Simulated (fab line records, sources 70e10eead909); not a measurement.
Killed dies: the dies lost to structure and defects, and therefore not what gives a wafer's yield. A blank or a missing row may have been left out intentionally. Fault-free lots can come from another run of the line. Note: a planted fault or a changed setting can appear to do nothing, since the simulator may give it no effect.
Which tool did it? -- flow nandHarc -- 12 lots, 36 wafers sampled, at 6 steps of a route of 1159

== WHAT THE GAUGES SHOWED, per wafer ==
NHARC_A_SOURCE_PLATE_INSPECT_08.
lot,measured,on,rawDefectCount
L490,day 7 12:39,defectInspect-02,109 104 121
L492,day 8 08:43,defectInspect-02,48 46 47
L493,day 8 08:43,defectInspect-01,122 35 53
L499,day 9 22:22,defectInspect-02,28 51 87
L504,day 10 16:52,defectInspect-01,110 57 50
L502,day 10 22:10,defectInspect-02,52 104 85
L506,day 11 04:47,defectInspect-02,46 42 41
L505,day 11 04:47,defectInspect-01,42 40 37
L510,day 12 17:12,defectInspect-02,79 41 36
L511,day 12 17:12,defectInspect-01,67 28 25
L512,day 12 17:12,defectInspect-01,68 46 58
L513,day 13 16:29,defectInspect-01,30 54 29

NHARC_A_ONON_D1_THK_MEAS_34: measures by ellipsometry.
lot,measured,on,thkNm (nm)
L490,day 8 01:21,filmMetro-02,203.8 198.5 203.5
L492,day 8 21:28,filmMetro-02,199.6 203.5 200.9
L493,day 8 21:27,filmMetro-01,200.8 197.4 198.4
L499,day 10 11:47,filmMetro-02,291.7 294.0 292.9 291.5 292.0 293.5
L504,day 11 10:36,filmMetro-02,194.8 196.5 201.0
L502,day 11 10:46,filmMetro-02,283.7 286.2 291.4 287.8 286.4 291.8
L506,day 11 18:02,filmMetro-01,196.8 200.3 198.9
L505,day 11 18:01,filmMetro-02,200.8 199.3 199.7
L510,day 13 05:56,filmMetro-01,196.4 198.1 200.8
L511,day 13 06:40,filmMetro-01,197.1 200.2 199.3
L512,day 13 06:23,filmMetro-01,194.2 199.1 199.0
L513,day 14 05:21,filmMetro-01,200.4 199.1 204.0

NHARC_END_SORT_01.
lot,measured,on,killedAtArray,killedAtOther,killedAtPeriphery,killedDies,killedOpen,killedShort
L502,day 24 04:48,prober-02,36 34,0 0,4 3,40 37,7 7,2 3

== WHICH TOOL RAN EACH LOT (tool, then ch and the chambers of the sampled wafers, then the start) ==
lot,NHARC_A_ONON_D1_DEP_33,NHARC_A_CHANNEL_HOLE_D1_DEP_00,NHARC_A_CHANNEL_HOLE_D1_ETCH_39
L490,"pecvd-01 ch 0,1,2, day 8 01:04","aclDep-03 ch 0, day 8 03:00","rieDiel-13 ch 1,2,3, no start"
L492,"pecvd-02 ch 0,2, day 8 21:08","aclDep-01 ch 0, day 8 22:14","rieDiel-01 ch 0,1, no start"
L493,"pecvd-01 ch 0,1,2, day 8 21:05","aclDep-02 ch 0, day 8 21:35","rieDiel-13 ch 0,2,3, no start"
L499,"pecvd-01 ch 0,1,2, day 10 11:30","aclDep-02 ch 0, day 10 19:29","rieDiel-13 ch 0,1,2, no start"
L504,"pecvd-03 ch 1,2, day 11 10:11","aclDep-01 ch 0, day 11 11:23","rieDiel-01 ch 0,2, no start"
L502,"pecvd-01 ch 0,1,2, day 11 10:24","aclDep-02 ch 0, day 11 19:19","rieDiel-11 ch 0,2, day 24 04:48 or earlier"
L506,"pecvd-02 ch 0,1,2, day 11 17:38","aclDep-02 ch 0, day 11 19:19","rieDiel-11 ch 0,1, no start"
L505,"pecvd-03 ch 0,1,2, day 11 17:43","aclDep-01 ch 0, day 11 19:07","rieDiel-01 ch 0,2,3, no start"
L510,"pecvd-02 ch 0,1, day 13 05:31","aclDep-03 ch 0, day 13 06:58","rieDiel-01 ch 1,3, day 13 10:02"
L511,"pecvd-02 ch 0,1,2, day 13 06:17","aclDep-02 ch 0, day 13 09:39","rieDiel-11 ch 0,1,3, no start"
L512,"pecvd-02 ch 0,2, day 13 05:58","aclDep-03 ch 0, day 13 08:50","rieDiel-13 ch 0,2,3, no start"
L513,"pecvd-03 ch 0,2, day 14 04:56","aclDep-02 ch 0, day 14 05:31","rieDiel-13 ch 0,1,3, no start"
- NHARC_A_ONON_D1_DEP_33: deposits SiO2, target thk 200 nm.
- NHARC_A_CHANNEL_HOLE_D1_DEP_00: deposits aC, target thk 3100 nm.
- NHARC_A_CHANNEL_HOLE_D1_ETCH_39: etches the open film in N2/H2, target depth 260 nm, time 325 s.

== AS READ BY THE TOOLS THEMSELVES (means over the sampled wafers that have a number; for cases with no such wafer, the mark the record gives instead) ==
NHARC_A_ONON_D1_DEP_33.
lot,tool,heaterPowerW (W),mfcPrecursorSccm (sccm),throttleValvePct (%)
L490,pecvd-01,514,161.7,16.3
L492,pecvd-02,500,161.9,15.4
L493,pecvd-01,549,161.3,16.2
L499,pecvd-01,572,235.0,17.2
L504,pecvd-03,635,161.2,15.7
L502,pecvd-01,513,235.3,16.7
L506,pecvd-02,510,161.2,15.6
L505,pecvd-03,580,161.8,15.8
L510,pecvd-02,497,161.8,15.8
L511,pecvd-02,449,160.9,15.5
L512,pecvd-02,411,161.3,15.6
L513,pecvd-03,608,161.1,15.5

NHARC_A_CHANNEL_HOLE_D1_DEP_00.
lot,tool,throttleValvePct (%)
L490,aclDep-03,35.000
L492,aclDep-01,35.003
L493,aclDep-02,35.000
L499,aclDep-02,34.999
L504,aclDep-01,34.996
L502,aclDep-02,35.001
L506,aclDep-02,34.998
L505,aclDep-01,35.000
L510,aclDep-03,35.003
L511,aclDep-02,34.993
L512,aclDep-03,35.005
L513,aclDep-02,35.000

NHARC_A_CHANNEL_HOLE_D1_ETCH_39.
lot,tool,drypumpMotorCurrentA (A),oesProductAu (a.u.),rfVppV (V),showerheadPlenumPTorr (Torr),throttleValvePct (%)
L490,rieDiel-13,5.7,0.997,431.6,2.08,14.168
L492,rieDiel-01,5.6,0.988,430.3,2.03,14.169
L493,rieDiel-13,5.4,0.997,432.7,2.09,14.164
L499,rieDiel-13,5.4,0.996,432.8,2.12,14.165
L504,rieDiel-01,5.2,0.993,431.6,2.07,14.172
L502,rieDiel-11,5.0,1.003,429.4,2.03,14.165
L506,rieDiel-11,5.7,1.010,432.4,2.11,14.178
L505,rieDiel-01,5.2,0.997,430.3,2.03,14.176
L510,rieDiel-01,6.1,0.998,432.3,2.06,14.183
L511,rieDiel-11,5.6,1.011,432.5,2.10,14.172
L512,rieDiel-13,5.4,0.997,432.9,2.09,14.164
L513,rieDiel-13,5.5,0.998,431.4,2.08,14.163

== THE ANSWER, worked out from the rows above alone ==
Rule: what is usual is taken from the lots themselves. Put in order of their means at a reading, lots are off if they are a third of the lots or fewer, leave a main group of 4 or more, and stand apart from it by a gap of 3 or more times the standard deviation of the main group's means; of several such gaps the widest counts. Not used: any main group whose means are identical at the precision the tables above print for the reading. Also off: a lot with no number at a reading for which 4 or more lots have one. Any other lot the step has rows for is counted as sound. First the gauges in route order, then the tools' own readings, where a lot's mean is used as printed above. At the first step where some lot is off, the reading lying furthest off is the one used; lots without a number count as furthest.
Off at NHARC_A_ONON_D1_THK_MEAS_34 (thkNm): L499, L502. The main group has a mean of 199.4 nm with a standard deviation of 1.5.
A tool fits if, at a process step before that reading, it ran every lot that is off, and no sound lot after the first of them. Not tried: the gauges at NHARC_A_ONON_D1_THK_MEAS_34; whatever is off there is also off at NHARC_A_ONON_D1_DEP_33, on other tools, and gauge error can't account for it. One candidate fits, namely pecvd-01 at NHARC_A_ONON_D1_DEP_33. Its last sound lot is L493 (day 8 21:05), its first lot that is off L499 (day 10 11:30): a fault that began between those two fits.
On the lots that are off, the tool's own readings at NHARC_A_ONON_D1_DEP_33 differ by more than 5 times the standard deviation of the sound lots' means, which bears it out; mfcPrecursorSccm reads 235.2 sccm there versus 161.4 sccm on the sound lots.

== WHAT HAD BEEN PUT IN BY THE SIMULATOR ==
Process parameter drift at NHARC_A_ONON_D1_DEP_33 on pecvd-01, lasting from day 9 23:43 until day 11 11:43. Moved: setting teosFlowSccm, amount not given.
Shown lots that were struck: L499, L502. The rule given above showed the same thing.
